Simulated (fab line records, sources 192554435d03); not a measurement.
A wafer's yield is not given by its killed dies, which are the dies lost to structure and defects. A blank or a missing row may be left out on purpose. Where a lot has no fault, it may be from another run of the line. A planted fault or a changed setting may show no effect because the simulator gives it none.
A struck lot beside a sound one ; flow n5_finfet ; 39 out of 1938 route steps
Sound: these wafers, L119.3, L119.4, L119.6. Struck: wafers L125.2, L125.5, L125.6. The cause comes at the end.
For every step that has rows: the tool of each side, followed by ch and its chambers, followed by its first start. Under that, the readings that differ: sound wafers ; struck wafers ; difference of the means ; sigmas: that difference in standard deviations of wafers without a fault.
alike: same words and numbers on both sides, and readings whose means sit less than 2 such deviations apart. not compared: any withheld reading, any reading some wafer has no value for, any bound like >300 that may hide the same value, and any number with overlapping values for which the record gives no deviation.
The two part at a step that has a row with sigmas, a row that says differs or no value, or rows on one side only. Non-overlapping numbers with no deviation appear without sigmas and do not part them. Lack of a reading on every wafer of one side parts them only where that side has two or more wafers.

first, 12 steps without rows for these wafers: N5_SD_EPI_N_ETCH_35 (etches SOC in N2/H2, overetch 108 nm, time 486 s); N5_SD_EPI_N_STRIP_36 (strips in N2/H2); N5_SD_EPI_N_ETCHBACK_44 (etches SiNx in CH3F/O2, stops on SiO2, target depth 14.5 nm); N5_SD_EPI_N_ETCH_45 (etches SiOCN in CH3F/O2, target depth 6 nm); N5_SD_EPI_N_ETCH_16 (etches SiO2 in CHF3/O2, target depth 5 nm); N5_SD_EPI_N_STRIP_47 (strips in CHF3/O2); N5_SD_EPI_N_SD_RECESS_17 (chemistry HBr/Cl2/O2, target depth 41 nm, time 23.7 s, bt time 3 s); N5_SD_EPI_N_STRIP_38 (strips in N2/H2); N5_SD_EPI_N_WET_ETCH_43 (etches SiO2 in dHF, time 14 s, target depth 1.5 nm); N5_SD_EPI_N_STRIP_18 (strips in SPM, time 750 s); N5_SD_EPI_N_SRD_20 (time 30 s); N5_SD_EPI_N_PRECLEAN_48 (cleans in NF3:NH3, afs cycles 2, time 20 s, sublimation time 60 s).
N5_SD_EPI_N_VAPOR_ETCH_50: etches Si in HCl, time 54 s.
  sound on epi_rpcvd-02 ch 0, day 4 17:32; struck on epi_rpcvd-02 ch 0, day 6 03:45
reading;sound;struck;difference;sigmas
susceptor_temp_C (C);775.1 775.0 775.2;788.8 787.8 788.0;+13.1;+42
  alike: lamp_inner_pct, throttle_valve_pct
then, 24 steps without rows for these wafers: N5_SD_EPI_N_EPI_21 (deposits Si:P, time 690 s); N5_SD_EPI_N_PRECLEAN_24 (cleans in O3/DIW, time 60 s); N5_SD_EPI_N_SRD_25 (time 30 s); N5_SD_EPI_N_PRECLEAN_49 (cleans in NF3:NH3, afs cycles 1, time 20 s, sublimation time 60 s); N5_SD_EPI_N_LINER_46 (material SiNx, target thk 3 nm); N5_SD_EPI_P_COAT_34 (time 60 s, resist thk 350 nm); N5_SD_EPI_P_COAT_35 (time 60 s, resist thk 35 nm); N5_SD_EPI_P_COAT_03 (resist thk 150 nm); N5_SD_EPI_P_EBR_05; N5_SD_EPI_P_SOFTBAKE_04 (time 60 s); N5_SD_EPI_P_EXPOSE_06 (exposes mask SD P BLK, target cd 240 nm); N5_SD_EPI_P_PEB_07 (peb time 60 s); N5_SD_EPI_P_DEVELOP_08 (develop time 30 s); N5_SD_EPI_P_DESCUM_14 (chemistry O2, time 7.9 s); N5_SD_EPI_P_ETCH_36 (etches SiARC in CF4, target depth 45.5 nm, time 75.8 s); N5_SD_EPI_P_ETCH_37 (etches SOC in N2/H2, overetch 108 nm, time 486 s); N5_SD_EPI_P_STRIP_38 (strips in N2/H2); N5_SD_EPI_P_ETCHBACK_46 (etches SiNx in CH3F/O2, stops on SiO2, target depth 17.5 nm); N5_SD_EPI_P_ETCH_47 (etches SiOCN in CH3F/O2, target depth 25 nm); N5_SD_EPI_P_ETCH_16 (etches SiO2 in CHF3/O2, target depth 5 nm); N5_SD_EPI_P_STRIP_50 (strips in CHF3/O2); N5_SD_EPI_P_SD_RECESS_17 (chemistry HBr/Cl2/O2, target depth 39.1 nm, bt time 3 s); N5_SD_EPI_P_WET_ETCH_45 (etches SiO2 in dHF, time 10.7 s, target depth 2 nm, rinse time 30 s); N5_SD_EPI_P_STRIP_40 (strips in N2/H2).
-- the record jumps here: 6 days lie between the struck wafers' starts before and after (it left off in module SD_EPI_P and takes up again in module BEOL_M4, whose first step shown is number 1111 of the route) --
N5_BEOL_M4_RC_MEAS_101:
  sound on prober-01 ch 0, day 10 19:11; struck on prober-01 ch 0, day 12 05:35
reading;sound;struck;difference;sigmas
DIBL_N (mV/V);36.7 37.0 35.5;45.4 44.5 45.4;+8.7;+7
IOFF_N (nA/um);0.146 0.146 0.124;0.409 0.378 0.416;+0.262;+13
IOFF_N_85C (nA/um);2.9 2.9 2.5;6.8 6.3 6.7;+3.8;+12
IOFF_N_LIN (nA/um);0.069 0.070 0.061;0.156 0.146 0.155;+0.086;+11
ION_N (uA/um);670 669 661;740 737 741;+73;+8
ION_P (uA/um);451 463 453;473 474 471;+17;+2
REXT_N (ohm.um);72.2 72.7 72.2;67.5 66.9 67.7;-5.0;-2
SS_N (mV/dec);70.4 71.2 71.1;72.7 72.6 73.3;+2.0;+4
VT_N (mV);251.1 251.2 254.5;233.6 235.7 233.6;-18.0;-7
VT_N_LVT (mV);99.0 100.0 102.1;83.9 85.9 84.4;-15.6;-6
VT_P (mV);-256 -251 -253;-246 -247 -246;+7;+2
  alike: DIBL_P, IOFF_P, SS_P
-- the record jumps here: 4 days lie between the struck wafers' starts before and after (it left off in module BEOL_M4 and takes up again in module PASSIVATION, whose first step shown is number 1936 of the route) --
N5_PASSIVATION_PROBE_49:
  sound on prober-01 at day 15 09:32; struck on prober-02 at day 16 11:49
reading;sound;struck;difference;sigmas
killed_at_M0_to_M3;43 23 44;43 57 71;+20;+2
sort_bin_4_leakage (%);0 0 0;11.10 5.59 12.63;+9.77;
sort_n_pass;1084 1082 1069;920 989 919;-136;-8
sort_yield_pct (%);91.9 91.7 90.6;78.0 83.8 77.9;-11.5;-8
  alike: defect_limited_yield, killed_at_M4_up, killed_at_contacts, killed_at_front_end, killed_at_other, killed_dies, killed_open, killed_short, sort_bin_5_function, sort_bin_6_memory

== WHERE THEY PART ==
Last at N5_PASSIVATION_PROBE_49 as far as this record goes, first at N5_SD_EPI_N_VAPOR_ETCH_50.

WHY: what had been put in by the simulator
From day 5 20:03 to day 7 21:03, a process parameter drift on epi_rpcvd-02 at N5_SD_EPI_N_VAPOR_ETCH_50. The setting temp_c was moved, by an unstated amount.
